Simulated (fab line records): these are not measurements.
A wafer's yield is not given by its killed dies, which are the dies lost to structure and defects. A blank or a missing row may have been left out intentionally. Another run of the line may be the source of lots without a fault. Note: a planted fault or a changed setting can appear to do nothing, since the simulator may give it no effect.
fab line records	flow n5Finfet
[record] lots = 7	wafers = 39
route steps=1938 shown PMOS_HMC_CHANNEL_EPI@78 DUMMY_GATE@228 SD_EPI_N@288 SD_EPI_P@323 SD_ACTIVATION@330 HKMG_FIN@438 GATE_CUT@493
startH: hours from the record's first day to the start of the lot's first wafer shown	waitH: hours from the lot's prior step to this one	" identical to the entry in the row above	L1.1+2: a row that stands for several wafers	- no value, or no start given	* or withheld: withheld	< > ~ a bound
route shown NAME@n: a module of which the file shows steps, and the number in the route of the first	usual: mean/standard deviation taken from wafers without a fault	same: alike in all rows	chamber/n: place in a boat	sites: readings site by site	_std_site: the values' standard deviation	_edge_site: the outer-site mean with the inner-site mean subtracted	radiusMm: how far each site lies from the wafer's centre	mask NAME#n: copy n	behind: the most recent tool/chamber to have shaped the wafer	hold: cause of the lot's hold/its duration in hours/its outcome	device: the transistor (n, p or np) that didn't switch	end of line: the tests these same wafers got at the end of their route	a step with no rows: only its recipe	killed: at the first sort, the dies lost to defects and structure; wafer yield is something else	map: a wafer's dies, marking killed ones x, the rest . and places with no die _
set.NAME: the run value of the setting; set.NAME@STEP: its run value at that earlier step	model.NAME: the simulator's own value behind a step, which no gauge read
lots whose settings were changed on purpose; a table a step, a row a wafer
[[steps]]
[step N5_PMOS_HMC_CHANNEL_EPI_EPI_20]
[recipe] material = SiGe30	maskMaterial = SiO2	pressureTorr = 20	targetThkA = 590	tempC = 600
lot.wafer	tool	chamber	startH	waitH	set.tempC	model.SiGe30_of_PMOS_HMC_CHANNEL_EPI_EPI_20.thkNm
L075.1	epiRpcvd-02	0	25.73	0.0	600	58.53
L075.2	"	0	"	"	600	58.47
L075.3	"	0	"	"	594.7	52.69
L075.4	"	0	"	"	594.7	52.58
L075.5	"	0	"	"	594.7	52.52
L075.6	"	0	"	"	600	58.04
L077.1	epiRpcvd-02	0	36.05	0.0	594.3	52.26
L077.2	"	0	"	"	594.3	53.73
L077.3	"	0	"	"	594.3	52.76
L077.4	"	0	"	"	600	58.77
L077.5	"	0	"	"	600	57.74
L077.6	"	0	"	"	600	58.38
L078.1	epiRpcvd-04	0	45.31	2.4	600	58.4
L078.2	"	0	"	"	600	59.28
L078.6	"	0	"	"	600	58.24
L086.1	epiRpcvd-01	0	90.50	0.0	600	58.42
L086.2	"	0	"	"	606.1	66.26
L086.3	"	0	"	"	600	58.5
L086.4	"	0	"	"	606.1	65.34
L086.5	"	0	"	"	606.1	65.93
L086.6	"	0	"	"	600	58.95
L088.1	epiRpcvd-04	0	101.98	0.0	600	59.04
L088.2	"	0	"	"	600	58.28
L088.3	"	0	"	"	595.9	53.59
L088.4	"	0	"	"	595.9	54.31
L088.5	"	0	"	"	595.9	54.47
L088.6	"	0	"	"	600	58.57
L091.1	epiRpcvd-04	0	120.47	0.0	600	58.8
L091.2	"	0	"	"	602	60.12
L091.3	"	0	"	"	600	58.55
L091.4	"	0	"	"	600	58.93
L091.5	"	0	"	"	602	60.01
L091.6	"	0	"	"	602	60.64
L095.1	epiRpcvd-02	0	143.60	0.0	600	59.11
L095.2	"	0	"	"	600	60.48
L095.3	"	0	"	"	603.1	63.37
L095.4	"	0	"	"	603.1	63.33
L095.5	"	0	"	"	600	60.29
L095.6	"	0	"	"	603.1	63.31
[step N5_DUMMY_GATE_EXPOSE_12]
[recipe] maskId = GATE	na = 0.33	sourceShape = annular	sigmaInner = 0.2	sigmaOuter = 0.6	polarization = unpolarized	targetCdNm = 25	doseMj = 34
lot.wafer	tool	chamber	startH	waitH	mask	set.doseMj
L075.1+3+4	euvScanner-02	0	54.04	-	GATE#0	34
L075.2+5+6	"	0	"	"	GATE#0	32.4
L077.1+2+3+4+5+6	euvScanner-02	0	64.01	-	GATE#0	34
L078.1+2+6	euvScanner-01	0	74.58	-	GATE#0	34
L086.1+4+6	euvScanner-02	0	121.64	-	GATE#0	34
L086.2+3+5	"	0	"	"	GATE#0	36.25
L088.1+2+3	euvScanner-02	0	130.16	-	GATE#0	34
L088.4+5+6	"	0	"	"	GATE#0	31.62
L091.1+3+6	euvScanner-01	0	152.37	-	GATE#0	34
L091.2+4+5	"	0	"	"	GATE#0	32.2
L095.1+3+5	euvScanner-01	0	170.36	-	GATE#0	34
L095.2+4+6	"	0	"	"	GATE#0	33.23
[step N5_DUMMY_GATE_PEB_13]
[recipe] pebTempC = 100	pebTimeS = 60	resist = CAR-EUV
[step N5_DUMMY_GATE_DEVELOP_14]
[recipe] developTimeS = 30	developer = TMAH	resist = CAR-EUV	rinseLiquid = surfactantRinse	dry = airSpin	devTempC = 23
[step N5_DUMMY_GATE_CD_MEAS_15]
[recipe] targetCdNm = 25.8	landingEnergyEv = 500	detector = seInlens
[usual] cdNm = 24.97/0.26
lot.wafer	tool	chamber	startH	waitH	set.doseMj@DUMMY_GATE_EXPOSE_12	cdNm
L075.1	cdSem-03	0	54.17	-	34	24.99
L075.2	"	0	"	"	32.4	25.26
L075.3	"	0	"	"	34	24.73
L075.4	"	0	"	"	34	24.84
L075.5	"	0	"	"	32.4	25.92
L075.6	"	0	"	"	32.4	25.73
L077.1	cdSem-01	0	64.13	-	34	25.09
L077.2	"	0	"	"	34	25.26
L077.3	"	0	"	"	34	25.16
L077.4	"	0	"	"	34	25.16
L077.5	"	0	"	"	34	25.53
L077.6	"	0	"	"	34	24.48
L078.1	cdSem-03	0	74.71	-	34	25.16
L078.2	"	0	"	"	34	24.73
L078.6	"	0	"	"	34	24.81
L086.1	cdSem-01	0	121.77	-	34	24.98
L086.2	"	0	"	"	36.25	23.22
L086.3	"	0	"	"	36.25	24.24
L086.4	"	0	"	"	34	24.85
L086.5	"	0	"	"	36.25	23.96
L086.6	"	0	"	"	34	24.95
L088.1	cdSem-02	0	130.29	-	34	24.91
L088.2	"	0	"	"	34	24.85
L088.3	"	0	"	"	34	24.93
L088.4	"	0	"	"	31.62	26.23
L088.5	"	0	"	"	31.62	26.80
L088.6	"	0	"	"	31.62	26.24
L091.1	cdSem-03	0	152.50	-	34	24.24
L091.2	"	0	"	"	32.2	26.10
L091.3	"	0	"	"	34	24.81
L091.4	"	0	"	"	32.2	26.04
L091.5	"	0	"	"	32.2	26.06
L091.6	"	0	"	"	34	25.16
L095.1	cdSem-03	0	170.49	-	34	24.77
L095.2	"	0	"	"	33.23	25.32
L095.3	"	0	"	"	34	25.03
L095.4	"	0	"	"	33.23	25.01
L095.5	"	0	"	"	34	24.66
L095.6	"	0	"	"	33.23	25.48
[step N5_DUMMY_GATE_ETCH_32]
[recipe] chemistry = CF4	target = SiO2	targetDepthA = 35	timeS = 3.9	ionEnergyEv = 350	pressureMtorr = 10	icpW = 800	biasW = 400	cf4FlowSccm = 80
[step N5_DUMMY_GATE_ETCH_23]
[recipe] chemistry = HBr/Cl2/O2	HBr_flow_sccm = 150	Cl2_flow_sccm = 80	O2_flow_sccm = 12	biasW = 102	targetDepthA = 410	timeS = 22.3	target = poly-Si	maskMaterial = SiO2	pressureMtorr = 10	icpW = 800
[step N5_DUMMY_GATE_ETCH_44]
[recipe] chemistry = HBr/O2	overEtchFrac = 0.7	targetDepthA = 1275	stopOn = SiO2	ionEnergyEv = 60	biasW = 20	target = poly-Si	maskMaterial = SiO2	pressureMtorr = 20	icpW = 400	HBr_flow_sccm = 120	O2_flow_sccm = 10
lot.wafer	tool	chamber	startH	waitH	set.doseMj@DUMMY_GATE_EXPOSE_12	model.DUMMY_GATE.cdNm
L075.1	rieSi-04	2	55.06	0.0	34	14.8
L075.2+6	"	0,3	"	"	32.4	15.8
L075.3	"	3	"	"	34	14.6
L075.4	"	1	"	"	34	15.2
L075.5	"	0	"	"	32.4	15.2
L077.1	rieSi-01	1	65.03	0.0	34	15.4
L077.2	"	3	"	"	34	14.4
L077.3+5	"	0,2	"	"	34	15
L077.4+6	"	2,1	"	"	34	14.8
L078.1+2+6	rieSi-06	0,2,1	75.60	0.0	34	14.4
L086.1	rieSi-01	0	122.66	0.0	34	14.6
L086.2	"	2	"	"	36.25	13.2
L086.3	"	3	"	"	36.25	13
L086.4+6	"	1	"	"	34	14.4
L086.5	"	2	"	"	36.25	13.6
L088.1+3	rieSi-04	2,1	131.18	0.0	34	14.8
L088.2	"	0	"	"	34	14.2
L088.4+5	"	3,0	"	"	31.62	16.4
L088.6	"	3	"	"	31.62	16.6
L091.1	rieSi-04	3	153.56	0.0	34	15.2
L091.2	"	2	"	"	32.2	15.2
L091.3	"	0	"	"	34	14.6
L091.4	"	1	"	"	32.2	15.6
L091.5	"	1	"	"	32.2	15.8
L091.6	"	2	"	"	34	14.8
L095.1	rieSi-04	2	171.38	0.0	34	15
L095.2	"	0	"	"	33.23	14.8
L095.3+5	"	3,2	"	"	34	14.8
L095.4	"	1	"	"	33.23	15.4
L095.6	"	1	"	"	33.23	15
[step N5_SD_EPI_N_EPI_21]
[recipe] material = Si:P	dopant = P	tempC = 680	pressureTorr = 255	timeS = 690
lot.wafer	tool	chamber	startH	waitH	set.tempC	model.Si-P_of_SD_EPI_N_EPI_21.thkNm
L075.1+5	epiRpcvd-04	0	58.46	0.1	680	59.6
L075.2	"	0	"	"	684.1	63.4
L075.3+4	"	0	"	"	684.1	63.6
L075.6	"	0	"	"	680	59.4
L077.1+4	epiRpcvd-03	0	68.48	0.2	680	58.6
L077.2+6	"	0	"	"	684.7	64
L077.3	"	0	"	"	684.7	63.8
L077.5	"	0	"	"	680	58.2
L078.1	epiRpcvd-04	0	79.11	0.1	680	57.8
L078.2	"	0	"	"	680	58.2
L078.6	"	0	80.51	1.4	680	57.4
L086.1+6	epiRpcvd-04	0	126.27	0.2	680	59.2
L086.2+5	"	0	"	"	680	58.2
L086.3	"	0	"	"	680	59.6
L086.4	"	0	"	"	680	59.8
L088.1	epiRpcvd-03	0	134.36	0.1	680	59.2
L088.2	"	0	"	"	677.4	56.8
L088.3	"	0	"	"	680	58.4
L088.4	"	0	"	"	677.4	56
L088.5	"	0	"	"	677.4	55.8
L088.6	"	0	"	"	680	58
L091.1+4	epiRpcvd-01	0	156.92	0.2	680	59
L091.2	"	0	"	"	675.6	54.4
L091.3	"	0	"	"	675.6	54.2
L091.5	"	0	"	"	675.6	54.6
L091.6	"	0	"	"	680	60.2
L095.1	epiRpcvd-04	0	175.39	0.3	676.9	55.2
L095.2+3+6	"	0	"	"	680	58
L095.4+5	"	0	176.89	1.6	676.9	55.8
[step N5_SD_EPI_N_EPI_MEAS_23]
[recipe] mode = xrd
[usual] thkNm = 58.9/1.2
lot.wafer	tool	chamber	startH	waitH	set.tempC@SD_EPI_N_EPI_21	thkNm
L075.1	filmMetro-02	-	60.17	1.4	680	59.1
L075.2	"	-	"	"	684.1	62.5
L075.3	"	-	"	"	684.1	62.7
L075.4	"	-	"	"	684.1	63.3
L075.5	"	-	"	"	680	58.8
L075.6	"	-	"	"	680	60.7
L077.1	filmMetro-02	-	70.76	1.9	680	57.1
L077.2	"	-	"	"	684.7	63.2
L077.3	"	-	"	"	684.7	63.7
L077.4	"	-	"	"	680	55.0
L077.5	"	-	"	"	680	57.8
L077.6	"	-	"	"	684.7	63.1
L078.1	filmMetro-02	-	80.83	1.4	680	56.3
L078.2	"	-	"	"	680	59.3
L078.6	"	-	"	"	680	56.5
L086.1	filmMetro-02	-	128.55	1.9	680	60.4
L086.2	"	-	"	"	680	59.2
L086.3	"	-	"	"	680	60.7
L086.4	"	-	"	"	680	60.2
L086.5	"	-	"	"	680	58.4
L086.6	"	-	"	"	680	58.6
L088.1	filmMetro-01	-	136.07	1.4	680	59.7
L088.2	"	-	"	"	677.4	55.3
L088.3	"	-	"	"	680	58.6
L088.4	"	-	"	"	677.4	56.7
L088.5	"	-	"	"	677.4	56.5
L088.6	"	-	"	"	680	60.3
L091.1	filmMetro-01	-	159.20	1.9	680	58.9
L091.2	"	-	"	"	675.6	53.2
L091.3	"	-	"	"	675.6	55.3
L091.4	"	-	"	"	680	59.8
L091.5	"	-	"	"	675.6	54.7
L091.6	"	-	"	"	680	59.7
L095.1	filmMetro-02	-	178.42	2.5	676.9	55.5
L095.2	"	-	"	"	680	58.2
L095.3	"	-	"	"	680	58.6
L095.4	"	-	"	"	676.9	55.0
L095.5	"	-	"	"	676.9	55.6
L095.6	"	-	"	"	680	58.9
[step N5_SD_EPI_N_PRECLEAN_24]
[recipe] chemistry = O3/DIW	timeS = 60	tempC = 22	o3Ppm = 10
lot.wafer	tool	chamber	startH	waitH	set.tempC@SD_EPI_N_EPI_21	model.Si-P_of_SD_EPI_N_EPI_21.thkNm
L075.1+5+6	wetBench-06	7,1,5	60.21	0.0	680	59.2
L075.2	"	6	"	"	684.1	63
L075.3+4	"	4,0	"	"	684.1	63.2
L077.1+4	wetBench-06	5,0	70.80	0.0	680	58.2
L077.2	"	6	"	"	684.7	63.6
L077.3+6	"	3,7	"	"	684.7	63.4
L077.5	"	4	"	"	680	57.8
L078.1	wetBench-02	7	80.86	0.0	680	57.4
L078.2	"	5	"	"	680	57.8
L078.6	"	0	"	"	680	57
L086.1+6	wetBench-04	6,2	128.58	0.0	680	58.8
L086.2+5	"	3,1	"	"	680	57.8
L086.3	"	7	"	"	680	59.2
L086.4	"	0	"	"	680	59.4
L088.1	wetBench-04	3	136.11	0.0	680	58.6
L088.2	"	7	"	"	677.4	56.4
L088.3	"	1	"	"	680	58
L088.4	"	0	"	"	677.4	55.6
L088.5	"	4	"	"	677.4	55.4
L088.6	"	2	"	"	680	57.6
L091.1+4	wetBench-04	3,6	159.24	0.0	680	58.6
L091.2	"	5	"	"	675.6	54
L091.3	"	4	"	"	675.6	53.8
L091.5	"	1	"	"	675.6	54.2
L091.6	"	2	"	"	680	59.8
L095.1	wetBench-04	6	178.45	0.0	676.9	54.8
L095.2+3+6	"	4,1,3	"	"	680	57.6
L095.4+5	"	2,5	"	"	676.9	55.4
[step N5_SD_EPI_N_SRD_25]
[recipe] timeS = 30	tempC = 23	rinseLiquid = diw	dry = ipaMarangoni
[step N5_SD_EPI_N_PRECLEAN_49]
[recipe] chemistry = NF3:NH3	afsCycles = 1	tempC = 30	timeS = 20	sublimationTempC = 180	sublimationTimeS = 60	pressureTorr = 3	rfPowerW = 30
[step N5_SD_EPI_P_HM_STRIP_48]
[recipe] chemistry = H3PO4	tempC = 160	material = SiNx	target = SiNx	targetDepthA = 30	overetchFraction = 0.3
[step N5_SD_EPI_P_SRD_49]
[recipe] dry = ipaMarangoni	timeS = 30	tempC = 23	rinseLiquid = diw
[step N5_SD_EPI_P_PRECLEAN_24]
[recipe] chemistry = O3/DIW	timeS = 45	tempC = 22	o3Ppm = 10
lot.wafer	tool	chamber	startH	waitH	set.tempC@SD_EPI_N_EPI_21	model.Si-P_of_SD_EPI_N_EPI_21.thkNm
L075.1+5	wetBench-03	7,0	65.40	0.0	680	58.8
L075.2+4	"	4,1	"	"	684.1	62.6
L075.3	"	2	"	"	684.1	62.8
L075.6	"	3	"	"	680	58.6
L077.1+4	wetBench-01	0,1	75.49	0.0	680	57.8
L077.2+6	"	7,5	"	"	684.7	63
L077.3	"	4	"	"	684.7	62.8
L077.5	"	6	"	"	680	57.4
L078.1	wetBench-01	2	85.39	0.0	680	57
L078.2	"	5	"	"	680	57.4
L078.6	"	1	"	"	680	56.6
L086.1+6	wetBench-03	2,1	134.08	0.0	680	58.4
L086.2+5	"	6,5	"	"	680	57.4
L086.3	"	0	"	"	680	58.8
L086.4	"	7	"	"	680	59
L088.1	wetBench-05	7	142.41	0.0	680	58.2
L088.2	"	6	"	"	677.4	56
L088.3	"	1	"	"	680	57.6
L088.4	"	5	"	"	677.4	55.2
L088.5	"	4	"	"	677.4	55
L088.6	"	0	"	"	680	57.2
L091.1+4	wetBench-03	6,0	163.89	0.0	680	58.2
L091.2	"	7	"	"	675.6	53.6
L091.3	"	4	"	"	675.6	53.4
L091.5	"	3	"	"	675.6	53.8
L091.6	"	5	"	"	680	59.2
L095.1	wetBench-01	2	184.16	0.0	676.9	54.4
L095.2+3+6	"	0,6,3	"	"	680	57.2
L095.4+5	"	7,1	"	"	676.9	55
[step N5_SD_EPI_P_PRECLEAN_32]
[recipe] chemistry = dHF	timeS = 10	dilution = 500:1	tempC = 25
[step N5_SD_EPI_P_PRECLEAN_33]
[recipe] chemistry = SC2	timeS = 45	tempC = 35	mix = 1:1:50
[step N5_SD_ACTIVATION_RTA_00]
[recipe] tempC = 975	timeS = 0	ambient = N2	idleTempC = 600	rampUpCPerS = 150	rampDownCPerS = 60	coolToC = 600
[step N5_SD_ACTIVATION_LSA_01]
[recipe] tempC = 1080	timeS = 0.0008	ambient = N2
[step N5_SD_ACTIVATION_RS_MEAS_03]
[recipe] thkMeasGauge = four-point-probe
[usual] RS_SD_N = 21.9/0.31	RS_SD_P = 56.3/0.81
lot.wafer	tool	chamber	startH	waitH	set.tempC@SD_EPI_N_EPI_21	RS_SD_N[ohm/sq]	RS_SD_P[ohm/sq]
L075.1	filmMetro-01	-	65.90	0.2	680	21.6	56.9
L075.2	"	-	"	"	684.1	20.5	56.6
L075.3	"	-	"	"	684.1	20.3	55.3
L075.4	"	-	"	"	684.1	20.4	55.6
L075.5	"	-	"	"	680	21.8	55.7
L075.6	"	-	"	"	680	21.7	56.3
L077.1	filmMetro-01	-	75.99	0.2	680	22.0	57.3
L077.2	"	-	"	"	684.7	20.3	57.3
L077.3	"	-	"	"	684.7	20.4	57.5
L077.4	"	-	"	"	680	22.2	57.7
L077.5	"	-	"	"	680	22.2	58.0
L077.6	"	-	"	"	684.7	20.5	58.0
L078.1	filmMetro-02	-	86.13	0.2	680	22.5	54.3
L078.2	"	-	"	"	680	22.2	54.0
L078.6	"	-	"	"	680	22.8	54.1
L086.1	filmMetro-02	-	134.60	0.2	680	21.9	56.2
L086.2	"	-	"	"	680	22.3	56.6
L086.3	"	-	"	"	680	21.7	55.7
L086.4	"	-	"	"	680	21.8	55.8
L086.5	"	-	"	"	680	22.2	56.5
L086.6	"	-	"	"	680	21.9	55.7
L088.1	filmMetro-02	-	143.05	0.2	680	22.0	56.0
L088.2	"	-	"	"	677.4	22.6	56.7
L088.3	"	-	"	"	680	22.0	56.3
L088.4	"	-	"	"	677.4	23.1	55.8
L088.5	"	-	"	"	677.4	23.0	56.6
L088.6	"	-	"	"	680	22.3	56.7
L091.1	filmMetro-02	-	164.39	0.2	680	21.9	57.4
L091.2	"	-	"	"	675.6	23.7	56.2
L091.3	"	-	"	"	675.6	23.8	56.4
L091.4	"	-	"	"	680	21.9	57.1
L091.5	"	-	"	"	675.6	23.7	56.3
L091.6	"	-	"	"	680	21.6	56.8
L095.1	filmMetro-02	-	184.78	0.2	676.9	23.6	55.0
L095.2	"	-	"	"	680	22.6	55.9
L095.3	"	-	"	"	680	22.5	55.8
L095.4	"	-	"	"	676.9	23.2	55.7
L095.5	"	-	"	"	676.9	23.4	55.0
L095.6	"	-	"	"	680	22.4	56.0
[step N5_HKMG_FIN_ETCH_35]
[recipe] chemistry = N2/H2	target = SOC	targetDepthA = 2158	ionEnergyEv = 65	biasW = 5	sourceW = 3000	timeS = 243.4	pressureMtorr = 30	n2FlowSccm = 200	h2FlowSccm = 200
lot.wafer	tool	chamber	startH	waitH	set.timeS	model.etch.depthNm	model.HKMG_FIN.featureDepthNm	model.SOC_of_HKMG_FIN_COAT_29.thkNm
L075.1	rieDiel-04	3	84.37	0.0	243.4	228.8	228.8	71.2
L075.2	"	0	"	"	280.4	247.8	247.8	51
L075.3	"	1	"	"	243.4	215.8	215.8	83.6
L075.4	"	2	"	"	280.4	238.8	238.8	61
L075.5	"	3	"	"	280.4	261.6	261.6	37.8
L075.6	"	0	"	"	243.4	215.7	215.6	83.6
L077.1	rieDiel-06	1	93.32	0.0	243.4	219.1	219.2	80.6
L077.2	"	2	"	"	243.4	204.2	204.2	95.4
L077.3	"	0	"	"	243.4	216.5	216.6	83.4
L077.4	"	3	"	"	243.4	215.9	215.8	83.2
L077.5	"	3	"	"	243.4	217	217	82.6
L077.6	"	0	"	"	243.4	216.9	216.8	83
L078.1	rieDiel-06	2	104.57	0.0	243.4	205.6	205.6	92.8
L078.2	"	3	"	"	243.4	217	217	80.2
L078.6	"	0	"	"	243.4	217.3	217.4	80
L086.1	rieDiel-06	0	151.42	0.0	220.4	191.9	191.8	107.2
L086.2	"	1	"	"	220.4	197	197	101.4
L086.3	"	3	"	"	220.4	195.5	195.6	103.4
L086.4	"	1	"	"	243.4	217.6	217.6	81.4
L086.5	"	0	"	"	243.4	214.1	214.2	85.4
L086.6	"	3	"	"	243.4	215.3	215.2	84.4
L088.1	rieDiel-02	1	159.88	0.0	204.4	181.8	181.8	117
L088.2	"	0	"	"	243.4	212.5	212.4	87
L088.3	"	3	"	"	243.4	233	233	66.4
L088.4	"	2	"	"	204.4	177.3	177.2	121.8
L088.5	"	2	"	"	204.4	175.8	175.8	123.8
L088.6	"	1	"	"	243.4	217	217	82.6
L091.1	rieDiel-02	3	181.23	0.0	243.4	231.7	231.8	68.8
L091.2	"	0	"	"	202.6	176.4	176.4	124
L091.3	"	2	"	"	202.6	173.7	173.8	126.8
L091.4	"	1	"	"	243.4	213.6	213.6	87.2
L091.5	"	2	"	"	243.4	207.8	207.8	93
L091.6	"	3	"	"	202.6	192.3	192.4	107.6
L095.1	rieDiel-06	2	201.57	0.0	243.4	205.3	205.2	94
L095.2	"	3	"	"	243.4	216.8	216.8	82.2
L095.3	"	1	"	"	271.7	240.2	240.2	58.6
L095.4	"	0	"	"	243.4	224.7	224.8	74.2
L095.5	"	0	"	"	271.7	250.8	250.8	49.6
L095.6	"	3	"	"	271.7	241.3	241.2	57.2
[step N5_GATE_CUT_ETCH_37]
[recipe] chemistry = N2/H2	target = SOC	targetDepthA = 600	overetchA = 120	maskMaterial = SiARC	tempC = 40	timeS = 90	ionEnergyEv = 200	pressureMtorr = 30	sourceW = 840	biasW = 150	n2FlowSccm = 200	h2FlowSccm = 200
[usual] rfVppV = 522.8/1.6
lot.wafer	tool	chamber	startH	waitH	set.biasW	rfVppV	model.SiARC_of_GATE_CUT_COAT_35.thkNm
L075.1	rieDiel-05	3	93.34	0.0	141.8	506.7	6
L075.2	"	1	"	"	141.8	507.0	6.4
L075.3	"	0	"	"	141.8	502.5	6.4
L075.4	"	2	"	"	150	525.1	6
L075.5	"	0	"	"	150	522.6	6
L075.6	"	3	"	"	150	525.5	5.8
L077.1	rieDiel-01	1	102.56	0.0	150	518.8	6
L077.2	"	2	"	"	150	522.9	5.8
L077.3	"	0	"	"	169.4	566.3	5.4
L077.4	"	3	"	"	150	520.5	6.4
L077.5	"	0	"	"	169.4	565.2	5.4
L077.6	"	3	"	"	169.4	563.4	5.8
L078.1	rieDiel-01	3	112.65	0.0	150	520.4	6.4
L078.2	"	0	"	"	150	524.2	6
L078.6	"	0	"	"	150	524.5	6
L086.1	rieDiel-05	1	159.84	0.0	121.3	459.3	7.2
L086.2	"	0	"	"	121.3	456.0	7.2
L086.3	"	2	"	"	150	525.6	6
L086.4	"	1	"	"	150	525.6	6.2
L086.5	"	0	"	"	121.3	457.7	7.2
L086.6	"	2	"	"	150	525.9	6
L088.1	rieDiel-01	1	168.02	0.0	150	519.8	6
L088.2	"	0	"	"	150	524.4	6
L088.3	"	2	"	"	142.5	505.9	6.2
L088.4	"	2	"	"	142.5	506.4	6.2
L088.5	"	1	"	"	150	520.2	6
L088.6	"	0	"	"	142.5	506.8	6.2
L091.1	rieDiel-03	0	189.59	0.0	131.2	480.0	6.6
L091.2	"	3	"	"	150	522.1	5.6
L091.3	"	1	"	"	150	521.4	5.8
L091.4	"	2	"	"	150	524.0	5.6
L091.5	"	2	"	"	131.2	480.5	6.4
L091.6	"	3	"	"	131.2	480.7	6.4
L095.1	rieDiel-01	0	209.51	0.0	164.1	554.9	5.6
L095.2	"	2	"	"	164.1	552.8	5.4
L095.3	"	3	"	"	150	520.7	6.4
L095.4	"	1	"	"	150	521.2	6.2
L095.5	"	2	"	"	150	522.3	6
L095.6	"	3	"	"	164.1	551.2	6
[[key]]
[split] step = N5_PMOS_HMC_CHANNEL_EPI_EPI_20	setting = tempC	stated = 600	by = wafer
[response] step = N5_PMOS_HMC_CHANNEL_EPI_EPI_20	reading = model.SiGe30_of_PMOS_HMC_CHANNEL_EPI_EPI_20.thkNm	change = +6.42	per = 1%	r = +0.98
[split] step = N5_DUMMY_GATE_EXPOSE_12	setting = doseMj	stated = 34	by = wafer
[response] step = N5_DUMMY_GATE_CD_MEAS_15	reading = cdNm	change = -0.201	per = 1%	r = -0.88
[response] step = N5_DUMMY_GATE_ETCH_44	reading = model.DUMMY_GATE.cdNm	change = -0.192	per = 1%	r = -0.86
[split] step = N5_SD_EPI_N_EPI_21	setting = tempC	stated = 680	by = wafer
[response] step = N5_SD_EPI_N_EPI_21	reading = model.Si-P_of_SD_EPI_N_EPI_21.thkNm	change = +7.07	per = 1%	r = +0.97
[response] step = N5_SD_EPI_N_EPI_MEAS_23	reading = thkNm	change = *	per = 1%	r = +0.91
[response] step = N5_SD_EPI_N_PRECLEAN_24	reading = model.Si-P_of_SD_EPI_N_EPI_21.thkNm	change = +7	per = 1%	r = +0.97
[response] step = N5_SD_EPI_P_PRECLEAN_24	reading = model.Si-P_of_SD_EPI_N_EPI_21.thkNm	change = +6.92	per = 1%	r = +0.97
[response] step = N5_SD_ACTIVATION_RS_MEAS_03	reading = RS_SD_N	change = -2.46	per = 1%	r = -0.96
[split] step = N5_HKMG_FIN_ETCH_35	setting = timeS	stated = 243.4	by = wafer
[response] step = N5_HKMG_FIN_ETCH_35	reading = model.etch.depthNm	change = +2.29	per = 1%	r = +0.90
[response] step = N5_HKMG_FIN_ETCH_35	reading = model.HKMG_FIN.featureDepthNm	change = +2.29	per = 1%	r = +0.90
[response] step = N5_HKMG_FIN_ETCH_35	reading = model.SOC_of_HKMG_FIN_COAT_29.thkNm	change = -2.27	per = 1%	r = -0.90
[split] step = N5_GATE_CUT_ETCH_37	setting = biasW	stated = 150	by = wafer
[response] step = N5_GATE_CUT_ETCH_37	reading = rfVppV	change = +3.45	per = 1%	r = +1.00
[response] step = N5_GATE_CUT_ETCH_37	reading = model.SiARC_of_GATE_CUT_COAT_35.thkNm	change = -0.0557	per = 1%	r = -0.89
